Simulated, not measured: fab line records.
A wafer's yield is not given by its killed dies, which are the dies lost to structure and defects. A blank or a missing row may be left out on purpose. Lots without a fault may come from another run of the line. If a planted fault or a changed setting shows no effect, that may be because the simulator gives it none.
fab line records -- flow n5-finfet -- part 1 of 2: steps 1 to 20 of 26
record: lots: 5, wafers: 15, last-day: 16
route steps=1938 shown MOL_CONTACT_COAG@586
lots that met no fault: taken from a fault-free run of the same line
start-h: the number of hours between the record's first day and the start of the first shown wafer of the lot -- wait-h: time in hours since the lot's previous step -- " unchanged from the row above -- L1.1+2: one row covering several wafers at once -- - value missing, or start not given -- * or withheld: withheld -- < > ~ a bound
route shown NAME@n: names a module that has steps shown in the file, with the first one's number in the route -- usual: the fault-free wafers' mean and standard deviation -- same: alike in all rows -- chamber/n: place in a boat -- sites: each site's reading -- _std_site: their standard deviation -- _edge_site: outer sites' mean less inner sites' -- radius-mm: for every site, how far away it sits from the centre of the wafer -- mask NAME#n: copy n -- behind: the tool/chamber that last shaped the wafer -- hold: cause of the lot's hold/its duration in hours/its outcome -- device: transistor that didn't switch, given as n, p or np -- end of line: the same wafers' tests at the end of the route -- a step with no rows: only its recipe -- killed: dies lost to structure and defects at the first sort, not the wafer's yield -- map: per-die view of a wafer (x killed, . not killed, _ where there is no die)
set.NAME: the setting as run; set.NAME@STEP: as run at that earlier step -- model.NAME: the simulator's own value behind a step, which no gauge read
a table for each step, a row for each wafer; lots at some steps of the route
services: a tool's chamber out of use, with start hour (start-h, from the record's first day; less than 0 if before it), hours out, and reason
== steps ==
step: N5_MOL_CONTACT_COAG_VIA_ETCH_46
recipe: chemistry: C4F6/O2, target-depth-a: 460, overetch-a: 92, mask-material: SOC, target: SiO2, bias-w: 455, pressure-mtorr: 10, time-s: 40, source-w: 325, Ar_flow_sccm: 300, C4F6_flow_sccm: 10, O2_flow_sccm: 10, ion-energy-ev: 575.3, ends: end-point
usual: drypump-motor-current-A: 5.6/0.53, oes-product-au: 0.70/0.071, rf-vpp-V: 1570/37, showerhead-plenum-p-Torr: 2.86/0.064, throttle-valve-pct: 40.8/0.37
lot.wafer,tool,chamber,start-h,wait-h,drypump-motor-current-A,oes-product-au,rf-hours-counter-h,rf-vpp-V,showerhead-plenum-p-Torr,throttle-valve-pct
L078.1,rie-diel-05,3,126.95,0.0,5.6,0.62,217,1599,2.91,40.7
L078.2,rie-diel-05,1,126.95,0.0,4.9,0.64,165,1562,2.87,40.6
L078.3,rie-diel-05,0,126.95,0.0,6.3,0.71,99,1530,2.76,40.6
L079.2,rie-diel-06,3,130.38,0.0,4.8,0.82,16,1609,2.78,40.3
L079.5,rie-diel-06,0,130.38,0.0,5.3,0.69,-,1536,2.96,41.1
L079.6,rie-diel-06,1,130.38,0.0,6.5,0.75,-,1588,2.88,40.7
L082.1,rie-diel-06,0,146.37,0.0,5.3,0.66,166,1536,2.96,41.1
L082.4,rie-diel-06,1,146.37,0.0,6.5,0.74,-,1586,2.88,40.7
L082.5,rie-diel-06,0,146.37,0.0,5.3,0.67,-,1536,2.96,41.1
L083.1,rie-diel-06,1,153.89,0.0,6.5,0.74,67,1587,2.88,40.7
L083.2,rie-diel-06,3,153.89,0.0,4.8,0.79,24,1609,2.78,40.3
L083.6,rie-diel-06,1,153.89,0.0,6.5,0.74,-,1586,2.88,40.7
L085.2,rie-diel-05,3,174.09,0.0,5.6,0.62,234,1600,2.90,40.7
L085.3,rie-diel-05,1,174.09,0.0,4.9,0.62,182,1560,2.87,40.6
L085.5,rie-diel-05,2,174.09,0.0,6.0,0.77,-,1507,2.78,40.8
step: N5_MOL_CONTACT_COAG_STRIP_96
recipe: chemistry: N2/H2, power-w: 500, temp-c: 40, pressure-mtorr: 50, rf-frequency-hz: 6e+07, overash-fraction: 0.3, bias-power-w: 28, h2-frac: 0.5, n2-flow-sccm: 300, h2-flow-sccm: 300
usual: drypump-motor-current-A: 5.6/0.53, oes-product-au: 0.79/0.089, rf-vpp-V: 121.9/1.2, showerhead-plenum-p-Torr: 3.38/0.087, throttle-valve-pct: 18.9/0.51
lot.wafer,tool,chamber,start-h,wait-h,drypump-motor-current-A,oes-product-au,rf-hours-counter-h,rf-vpp-V,showerhead-plenum-p-Torr,throttle-valve-pct
L078.1,rie-diel-05,3,127.01,0.0,5.6,0.71,217,122.0,3.45,18.7
L078.2,rie-diel-05,1,127.01,0.0,4.9,0.73,165,120.8,3.36,18.8
L078.3,rie-diel-05,0,127.01,0.0,6.3,0.83,99,122.7,3.22,18.3
L079.2,rie-diel-06,3,130.44,0.0,4.8,0.94,16,122.5,3.30,18.5
L079.5,rie-diel-06,0,130.44,0.0,5.3,0.76,-,120.5,3.48,19.0
L079.6,rie-diel-06,1,130.44,0.0,6.5,0.88,-,123.1,3.43,18.9
L082.1,rie-diel-06,0,146.44,0.0,5.3,0.75,166,123.3,3.47,19.0
L082.4,rie-diel-06,1,146.44,0.0,6.5,0.85,-,122.3,3.43,18.9
L082.5,rie-diel-06,0,146.44,0.0,5.3,0.76,-,121.1,3.47,19.0
L083.1,rie-diel-06,1,153.95,0.0,6.5,0.86,67,124.4,3.43,18.9
L083.2,rie-diel-06,3,153.95,0.0,4.8,0.92,24,121.6,3.29,18.5
L083.6,rie-diel-06,1,153.95,0.0,6.5,0.85,-,122.0,3.43,18.9
L085.2,rie-diel-05,3,174.15,0.0,5.6,0.70,234,121.7,3.44,18.7
L085.3,rie-diel-05,1,174.15,0.0,4.9,0.72,182,122.0,3.35,18.8
L085.5,rie-diel-05,2,174.15,0.0,5.9,0.86,-,121.8,3.27,18.3
step: N5_MOL_CONTACT_COAG_ETCH_47
recipe: chemistry: CH3F/O2, target: SiNx, target-depth-a: 270, mask-material: SiO2, stop-on: W, over-etch-frac: 0.2, ion-energy-ev: 120, endpoint: OES-CN, pressure-mtorr: 30, source-w: 395, bias-w: 73, Ar_flow_sccm: 150, CH3F_flow_sccm: 30, O2_flow_sccm: 20, ends: end-point
usual: drypump-motor-current-A: 5.6/0.53, etch-rf-on-time-s: 31.6/0.75, oes-product-au: 0.70/0.075, rf-vpp-V: 294/7.4, showerhead-plenum-p-Torr: 2.02/0.048, throttle-valve-pct: 16.3/0.31
lot.wafer,tool,chamber,start-h,wait-h,drypump-motor-current-A,etch-rf-on-time-s,oes-product-au,rf-hours-counter-h,rf-vpp-V,showerhead-plenum-p-Torr,throttle-valve-pct
L078.1,rie-diel-05,3,127.05,0.0,5.6,31.8,0.63,217,300,2.05,16.4
L078.2,rie-diel-05,1,127.05,0.0,4.9,33.5,0.62,165,291,2.02,16.3
L078.3,rie-diel-05,0,127.05,0.0,6.3,31.2,0.72,99,287,1.94,16.3
L079.2,rie-diel-06,3,130.48,0.0,4.8,30.8,0.83,16,301,1.96,15.8
L079.5,rie-diel-06,0,130.48,0.0,5.4,31.2,0.68,-,286,2.08,16.6
L079.6,rie-diel-06,1,130.48,0.0,6.4,29.9,0.77,-,297,2.03,15.8
L082.1,rie-diel-06,0,146.48,0.0,5.3,32.1,0.67,166,287,2.08,16.6
L082.4,rie-diel-06,1,146.48,0.0,6.5,30.9,0.75,-,299,2.03,15.9
L082.5,rie-diel-06,0,146.48,0.0,5.3,31.7,0.68,-,286,2.08,16.6
L083.1,rie-diel-06,1,153.99,0.0,6.4,30.5,0.75,67,297,2.03,15.9
L083.2,rie-diel-06,3,153.99,0.0,4.8,31.7,0.81,24,303,1.96,15.8
L083.6,rie-diel-06,1,153.99,0.0,6.5,30.7,0.75,-,298,2.03,15.9
L085.2,rie-diel-05,3,174.19,0.0,5.6,31.5,0.63,234,301,2.05,16.4
L085.3,rie-diel-05,1,174.19,0.0,4.9,32.9,0.62,182,292,2.02,16.3
L085.5,rie-diel-05,2,174.19,0.0,5.9,31.8,0.76,-,282,1.96,16.1
step: N5_MOL_CONTACT_COAG_STRIP_119
recipe: chemistry: N2/H2, time-s: 30, power-w: 1000, temp-c: 250, pressure-mtorr: withheld, n2-flow-sccm: 1750, h2-flow-sccm: 3250
usual: drypump-motor-current-A: 5.7/0.4, heater-power-w: 337/21
same: time-s: 30
lot.wafer,tool,chamber,start-h,wait-h,drypump-motor-current-A,heater-power-w,rf-hours-counter-h
L078.1,plasma-asher-01,0,127.13,0.1,5.5,324,100
L078.2,plasma-asher-01,1,127.13,0.1,5.3,327,100
L078.3,plasma-asher-01,1,127.13,0.1,5.4,328,-
L079.2,plasma-asher-01,0,130.56,0.1,5.5,318,100
L079.5,plasma-asher-01,1,130.56,0.1,5.4,330,-
L079.6,plasma-asher-01,0,130.56,0.1,5.5,309,-
L082.1,plasma-asher-02,1,146.56,0.1,5.6,359,43
L082.4,plasma-asher-02,1,146.56,0.1,5.6,361,-
L082.5,plasma-asher-02,0,146.56,0.1,6.4,347,-
L083.1,plasma-asher-01,1,154.07,0.1,5.4,329,105
L083.2,plasma-asher-01,0,154.07,0.1,5.5,307,105
L083.6,plasma-asher-01,0,154.07,0.1,5.5,296,-
L085.2,plasma-asher-02,1,174.27,0.1,5.6,372,48
L085.3,plasma-asher-02,1,174.27,0.1,5.6,373,-
L085.5,plasma-asher-02,0,174.27,0.1,6.4,344,-
step: N5_MOL_CONTACT_COAG_PRECLEAN_144
recipe: chemistry: alkaline-clean, temp-c: 60, time-s: 60, do-ppb: 50
same: time-s: 60
lot.wafer,tool,chamber,start-h,wait-h
L078.1+2+3,wet-bench-02,"4,1,5",127.22,0.1
L079.2+5+6,wet-bench-04,"1,5,7",130.65,0.1
L082.1+4+5,wet-bench-04,"4,7,0",146.65,0.1
L083.1+2+6,wet-bench-04,"5,0,4",154.16,0.1
L085.2+3+5,wet-bench-04,"6,4,7",174.36,0.1
step: N5_MOL_CONTACT_COAG_SRD_145
recipe: dry: ipa-marangoni, time-s: 30, temp-c: 23, rinse-liquid: diw
same: time-s: 30
lot.wafer,tool,chamber,start-h,wait-h
L078.1+2+3,wet-bench-02,"4,1,5",127.24,0.0
L079.2+5+6,wet-bench-04,"1,5,7",130.67,0.0
L082.1+4+5,wet-bench-04,"4,7,0",146.67,0.0
L083.1+2+6,wet-bench-04,"5,0,4",154.18,0.0
L085.2+3+5,wet-bench-04,"6,4,7",174.38,0.0
step: N5_MOL_CONTACT_COAG_CD_MEAS_137
recipe: target-cd-nm: 16
usual: cd-nm: 15.9/0.48
lot.wafer,tool,chamber,start-h,wait-h,cd-nm
L078.1,cd-sem-01,-,127.28,0.0,16.0
L078.2,cd-sem-01,-,127.28,0.0,15.7
L078.3,cd-sem-01,-,127.28,0.0,15.0
L079.2,cd-sem-02,-,130.71,0.0,15.6
L079.5,cd-sem-02,-,130.71,0.0,16.0
L079.6,cd-sem-02,-,130.71,0.0,17.3
L082.1,cd-sem-01,-,146.70,0.0,16.0
L082.4,cd-sem-01,-,146.70,0.0,16.1
L082.5,cd-sem-01,-,146.70,0.0,15.8
L083.1,cd-sem-02,-,154.22,0.0,15.3
L083.2,cd-sem-02,-,154.22,0.0,15.1
L083.6,cd-sem-02,-,154.22,0.0,16.2
L085.2,cd-sem-02,-,174.42,0.0,15.7
L085.3,cd-sem-02,-,174.42,0.0,15.9
L085.5,cd-sem-02,-,174.42,0.0,16.4
step: N5_MOL_CONTACT_COAG_COAT_62
recipe: resist: SOC, temp-c: 250, time-s: 60, spin-rpm: 1500, resist-thk-nm: 60
usual: dispense-pressure-kPa: 49/4.2, resist-line-temp-C: 22.99/0.11
same: time-s: 60
lot.wafer,tool,chamber,start-h,wait-h,dispense-pressure-kPa,resist-line-temp-C
L078.1,litho-track-01,0,127.32,0.0,48,22.85
L078.2,litho-track-01,0,127.32,0.0,48,22.74
L078.3,litho-track-01,0,127.32,0.0,48,22.79
L079.2,litho-track-03,0,130.75,0.0,54,23.09
L079.5,litho-track-03,0,130.75,0.0,54,22.99
L079.6,litho-track-03,0,130.75,0.0,54,22.95
L082.1,litho-track-03,0,146.74,0.0,54,23.12
L082.4,litho-track-03,0,146.74,0.0,54,22.82
L082.5,litho-track-03,0,146.74,0.0,54,23.09
L083.1,litho-track-03,0,154.26,0.0,54,22.82
L083.2,litho-track-03,0,154.26,0.0,54,22.89
L083.6,litho-track-03,0,154.26,0.0,54,22.81
L085.2,litho-track-04,0,174.46,0.0,44,22.98
L085.3,litho-track-04,0,174.46,0.0,44,23.12
L085.5,litho-track-04,0,174.46,0.0,44,23.00
step: N5_MOL_CONTACT_COAG_COAT_63
recipe: resist: SiARC, temp-c: 220, time-s: 60, spin-rpm: 1500, resist-thk-nm: 10
usual: dispense-pressure-kPa: 49/4.2, resist-line-temp-C: 22.99/0.12
same: time-s: 60
lot.wafer,tool,chamber,start-h,wait-h,dispense-pressure-kPa,resist-line-temp-C
L078.1,litho-track-01,0,-,-,48,23.04
L078.2,litho-track-01,0,-,-,48,22.91
L078.3,litho-track-01,0,-,-,48,22.96
L079.2,litho-track-03,0,-,-,54,23.01
L079.5,litho-track-03,0,-,-,54,22.96
L079.6,litho-track-03,0,-,-,54,23.04
L082.1,litho-track-03,0,-,-,54,23.00
L082.4,litho-track-03,0,-,-,54,23.06
L082.5,litho-track-03,0,-,-,54,22.93
L083.1,litho-track-03,0,-,-,54,23.04
L083.2,litho-track-03,0,-,-,54,23.11
L083.6,litho-track-03,0,-,-,54,23.14
L085.2,litho-track-04,0,-,-,44,23.00
L085.3,litho-track-04,0,-,-,44,22.92
L085.5,litho-track-04,0,-,-,44,23.10
step: N5_MOL_CONTACT_COAG_COAT_64
recipe: resist: underlayer, temp-c: 205, time-s: 60, spin-rpm: 1500, resist-thk-nm: 10
usual: dispense-pressure-kPa: 49/4.2, resist-line-temp-C: 22.99/0.1
same: time-s: 60
lot.wafer,tool,chamber,start-h,wait-h,dispense-pressure-kPa,resist-line-temp-C
L078.1,litho-track-01,0,-,-,48,22.72
L078.2,litho-track-01,0,-,-,48,22.96
L078.3,litho-track-01,0,-,-,48,22.99
L079.2,litho-track-03,0,-,-,54,22.99
L079.5,litho-track-03,0,-,-,54,22.86
L079.6,litho-track-03,0,-,-,54,22.96
L082.1,litho-track-03,0,-,-,54,23.04
L082.4,litho-track-03,0,-,-,54,22.92
L082.5,litho-track-03,0,-,-,54,22.97
L083.1,litho-track-03,0,-,-,54,22.90
L083.2,litho-track-03,0,-,-,54,22.91
L083.6,litho-track-03,0,-,-,54,22.69
L085.2,litho-track-04,0,-,-,44,23.06
L085.3,litho-track-04,0,-,-,44,23.00
L085.5,litho-track-04,0,-,-,44,23.01
step: N5_MOL_CONTACT_COAG_COAT_34
recipe: resist: CAR-EUV, spin-rpm: 1500, resist-thk-nm: 40
usual: dispense-pressure-kPa: 49/4.3, resist-line-temp-C: 22.99/0.11
lot.wafer,tool,chamber,start-h,wait-h,dispense-pressure-kPa,resist-line-temp-C
L078.1,litho-track-01,0,-,-,48,22.83
L078.2,litho-track-01,0,-,-,48,23.00
L078.3,litho-track-01,0,-,-,48,23.00
L079.2,litho-track-03,0,-,-,54,22.81
L079.5,litho-track-03,0,-,-,54,22.97
L079.6,litho-track-03,0,-,-,54,22.99
L082.1,litho-track-03,0,-,-,54,23.04
L082.4,litho-track-03,0,-,-,54,22.92
L082.5,litho-track-03,0,-,-,54,23.11
L083.1,litho-track-03,0,-,-,54,22.94
L083.2,litho-track-03,0,-,-,54,23.09
L083.6,litho-track-03,0,-,-,54,23.04
L085.2,litho-track-04,0,-,-,44,23.17
L085.3,litho-track-04,0,-,-,44,23.03
L085.5,litho-track-04,0,-,-,44,23.04
step: N5_MOL_CONTACT_COAG_EBR_36
recipe: solvent: PGMEA, ebr-width-mm: 1.5
usual: resist-line-temp-C: 23.01/0.12
lot.wafer,tool,chamber,start-h,wait-h,resist-line-temp-C
L078.1,litho-track-01,0,-,-,22.87
L078.2,litho-track-01,0,-,-,23.02
L078.3,litho-track-01,0,-,-,23.08
L079.2,litho-track-03,0,-,-,23.20
L079.5,litho-track-03,0,-,-,23.09
L079.6,litho-track-03,0,-,-,23.15
L082.1,litho-track-03,0,-,-,22.88
L082.4,litho-track-03,0,-,-,22.85
L082.5,litho-track-03,0,-,-,22.73
L083.1,litho-track-03,0,-,-,23.00
L083.2,litho-track-03,0,-,-,22.92
L083.6,litho-track-03,0,-,-,23.10
L085.2,litho-track-04,0,-,-,23.02
L085.3,litho-track-04,0,-,-,23.08
L085.5,litho-track-04,0,-,-,23.05
step: N5_MOL_CONTACT_COAG_SOFTBAKE_35
recipe: temp-c: 110, time-s: 60, resist: CAR-EUV
usual: resist-line-temp-C: 22.99/0.1
same: time-s: 60
lot.wafer,tool,chamber,start-h,wait-h,resist-line-temp-C
L078.1,litho-track-01,0,-,-,22.90
L078.2,litho-track-01,0,-,-,22.82
L078.3,litho-track-01,0,-,-,22.91
L079.2,litho-track-03,0,-,-,22.94
L079.5,litho-track-03,0,-,-,22.92
L079.6,litho-track-03,0,-,-,22.96
L082.1,litho-track-03,0,-,-,23.03
L082.4,litho-track-03,0,-,-,23.08
L082.5,litho-track-03,0,-,-,22.98
L083.1,litho-track-03,0,-,-,23.02
L083.2,litho-track-03,0,-,-,23.18
L083.6,litho-track-03,0,-,-,23.06
L085.2,litho-track-04,0,-,-,23.02
L085.3,litho-track-04,0,-,-,22.95
L085.5,litho-track-04,0,-,-,22.95
step: N5_MOL_CONTACT_COAG_EXPOSE_37
recipe: mask-id: VD, na: 0.33, source-shape: annular, sigma-inner: 0.3, sigma-outer: 0.7, polarization: unpolarized, defocus-nm: 0, dose-mj: 62
usual: focus-offset-nm: 0.1/0.57
lot.wafer,tool,chamber,start-h,wait-h,mask,focus-offset-nm
L078.1,euv-scanner-01,0,127.45,-,VD#0,0.3
L078.2,euv-scanner-01,0,127.45,-,VD#0,1.2
L078.3,euv-scanner-01,0,127.45,-,VD#0,0.0
L079.2,euv-scanner-02,0,130.89,-,VD#0,-0.2
L079.5,euv-scanner-02,0,130.89,-,VD#0,0.5
L079.6,euv-scanner-02,0,130.89,-,VD#0,1.0
L082.1,euv-scanner-02,0,146.88,-,VD#0,0.7
L082.4,euv-scanner-02,0,146.88,-,VD#0,0.9
L082.5,euv-scanner-02,0,146.88,-,VD#0,-0.3
L083.1,euv-scanner-01,0,154.52,-,VD#0,-0.4
L083.2,euv-scanner-01,0,154.52,-,VD#0,0.0
L083.6,euv-scanner-01,0,154.52,-,VD#0,-0.4
L085.2,euv-scanner-02,0,174.60,-,VD#0,0.1
L085.3,euv-scanner-02,0,174.60,-,VD#0,0.6
L085.5,euv-scanner-02,0,174.60,-,VD#0,-0.1
step: N5_MOL_CONTACT_COAG_PEB_38
recipe: peb-temp-c: 100, peb-time-s: 60, resist: CAR-EUV
usual: resist-line-temp-C: 23.04/0.095
lot.wafer,tool,chamber,start-h,wait-h,resist-line-temp-C
L078.1,litho-track-03,0,127.53,0.1,23.08
L078.2,litho-track-03,0,127.53,0.1,23.05
L078.3,litho-track-03,0,127.53,0.1,23.08
L079.2,litho-track-03,0,130.96,0.1,23.11
L079.5,litho-track-03,0,130.96,0.1,22.88
L079.6,litho-track-03,0,130.96,0.1,23.05
L082.1,litho-track-03,0,146.96,0.1,23.13
L082.4,litho-track-03,0,146.96,0.1,23.07
L082.5,litho-track-03,0,146.96,0.1,23.14
L083.1,litho-track-03,0,154.60,0.1,23.07
L083.2,litho-track-03,0,154.60,0.1,23.12
L083.6,litho-track-03,0,154.60,0.1,22.99
L085.2,litho-track-04,0,174.67,0.1,23.07
L085.3,litho-track-04,0,174.67,0.1,23.11
L085.5,litho-track-04,0,174.67,0.1,23.14
step: N5_MOL_CONTACT_COAG_DEVELOP_39
recipe: develop-time-s: 30, developer: TMAH, resist: CAR-EUV, rinse-liquid: surfactant-rinse, dry: air-spin, dev-temp-c: 23
usual: resist-line-temp-C: 23.00/0.11
lot.wafer,tool,chamber,start-h,wait-h,resist-line-temp-C
L078.1,litho-track-03,0,-,-,22.85
L078.2,litho-track-03,0,-,-,22.82
L078.3,litho-track-03,0,-,-,22.76
L079.2,litho-track-03,0,-,-,22.86
L079.5,litho-track-03,0,-,-,23.04
L079.6,litho-track-03,0,-,-,22.97
L082.1,litho-track-03,0,-,-,23.03
L082.4,litho-track-03,0,-,-,23.17
L082.5,litho-track-03,0,-,-,22.85
L083.1,litho-track-03,0,-,-,23.11
L083.2,litho-track-03,0,-,-,23.07
L083.6,litho-track-03,0,-,-,23.19
L085.2,litho-track-04,0,-,-,23.00
L085.3,litho-track-04,0,-,-,23.19
L085.5,litho-track-04,0,-,-,23.22
step: N5_MOL_CONTACT_COAG_CD_MEAS_40
recipe: target-cd-nm: 25.1, landing-energy-ev: 500, detector: se-inlens, polarity: opening
usual: cd-nm: 25.14/0.27
lot.wafer,tool,chamber,start-h,wait-h,cd-nm
L078.1,cd-sem-01,0,127.60,-,24.89
L078.2,cd-sem-01,0,127.60,-,25.07
L078.3,cd-sem-01,0,127.60,-,25.08
L079.2,cd-sem-01,0,131.03,-,25.02
L079.5,cd-sem-01,0,131.03,-,24.99
L079.6,cd-sem-01,0,131.03,-,24.91
L082.1,cd-sem-02,0,147.02,-,25.13
L082.4,cd-sem-02,0,147.02,-,25.05
L082.5,cd-sem-02,0,147.02,-,25.09
L083.1,cd-sem-02,0,154.66,-,25.14
L083.2,cd-sem-02,0,154.66,-,25.28
L083.6,cd-sem-02,0,154.66,-,24.89
L085.2,cd-sem-01,0,174.74,-,25.27
L085.3,cd-sem-01,0,174.74,-,25.70
L085.5,cd-sem-01,0,174.74,-,25.50
step: N5_MOL_CONTACT_COAG_OVL_MEAS_41
recipe: points-per-wafer: 522
usual: VD_OVL: -0.1/0.85
lot.wafer,tool,chamber,start-h,wait-h,VD_OVL[nm]
L078.1,overlay-01,0,127.63,0.0,-1.2
L078.2,overlay-01,0,127.63,0.0,-1.0
L078.3,overlay-01,0,127.63,0.0,-0.7
L079.2,overlay-01,0,131.07,0.0,0.3
L079.5,overlay-01,0,131.07,0.0,-0.5
L079.6,overlay-01,0,131.07,0.0,-0.7
L082.1,overlay-02,0,147.05,0.0,-0.6
L082.4,overlay-02,0,147.05,0.0,0.2
L082.5,overlay-02,0,147.05,0.0,0.3
L083.1,overlay-02,0,154.69,0.0,-0.7
L083.2,overlay-02,0,154.69,0.0,-1.7
L083.6,overlay-02,0,154.69,0.0,-0.4
L085.2,overlay-02,0,174.78,0.0,1.2
L085.3,overlay-02,0,174.78,0.0,1.6
L085.5,overlay-02,0,174.78,0.0,0.8
step: N5_MOL_CONTACT_COAG_INSPECT_42
recipe: mode: adi, inspect-instrument: brightfield
usual: raw-defect-count: 209/50
lot.wafer,tool,chamber,start-h,wait-h,raw-defect-count
L078.1,defect-inspect-01,-,127.69,0.1,160
L078.2,defect-inspect-01,-,127.69,0.1,174
L078.3,defect-inspect-01,-,127.69,0.1,155
L079.2,defect-inspect-01,-,131.12,0.0,202
L079.5,defect-inspect-01,-,131.12,0.0,212
L079.6,defect-inspect-01,-,131.12,0.0,176
L082.1,defect-inspect-02,-,147.11,0.1,199
L082.4,defect-inspect-02,-,147.11,0.1,262
L082.5,defect-inspect-02,-,147.11,0.1,175
L083.1,defect-inspect-01,-,154.75,0.1,304
L083.2,defect-inspect-01,-,154.75,0.1,255
L083.6,defect-inspect-01,-,154.75,0.1,237
L085.2,defect-inspect-02,-,174.83,0.0,293
L085.3,defect-inspect-02,-,174.83,0.0,259
L085.5,defect-inspect-02,-,174.83,0.0,263
step: N5_MOL_CONTACT_COAG_DESCUM_45
recipe: chemistry: O2, time-s: 7, source-power-w: 50, bias-power-w: 20, pressure-mtorr: 20, rf-frequency-hz: 2.712e+07, temp-c: 40, resist: CAR-EUV, o2-flow-sccm: 225
usual: drypump-motor-current-A: 5.6/0.52, oes-product-au: 0.77/0.086, rf-vpp-V: 243.3/1.2, showerhead-plenum-p-Torr: 2.12/0.058, throttle-valve-pct: 20.5/0.35
same: time-s: 7
lot.wafer,tool,chamber,start-h,wait-h,drypump-motor-current-A,oes-product-au,rf-hours-counter-h,rf-vpp-V,showerhead-plenum-p-Torr,throttle-valve-pct
L078.1,rie-diel-05,0,127.72,0.0,6.3,0.83,100,242.0,1.99,20.0
L078.2,rie-diel-05,3,127.72,0.0,5.6,0.70,218,245.3,2.17,20.5
L078.3,rie-diel-05,2,127.72,0.0,5.9,0.88,38,242.7,2.05,20.2
L079.2,rie-diel-05,0,131.15,0.0,6.3,0.81,101,241.0,1.99,20.0
L079.5,rie-diel-05,1,131.15,0.0,4.9,0.72,-,242.3,2.09,20.1
L079.6,rie-diel-05,0,131.15,0.0,6.3,0.82,-,240.6,1.99,20.0
L082.1,rie-diel-02,0,147.18,0.1,6.1,0.70,208,244.1,2.18,21.0
L082.4,rie-diel-02,3,147.18,0.1,5.3,0.67,239,245.6,2.16,20.8
L082.5,rie-diel-02,0,147.18,0.1,6.2,0.70,-,244.7,2.18,21.0
L083.1,rie-diel-06,0,154.79,0.0,5.3,0.76,169,245.8,2.14,20.4
L083.2,rie-diel-06,1,154.79,0.0,6.5,0.86,67,244.2,2.12,20.0
L083.6,rie-diel-06,1,154.79,0.0,6.4,0.85,-,242.3,2.12,20.0
L085.2,rie-diel-05,1,174.86,0.0,4.9,0.72,182,242.0,2.09,20.2
L085.3,rie-diel-05,3,174.86,0.0,5.6,0.70,234,242.7,2.17,20.6
L085.5,rie-diel-05,0,174.86,0.0,6.3,0.81,-,242.6,1.98,20.1
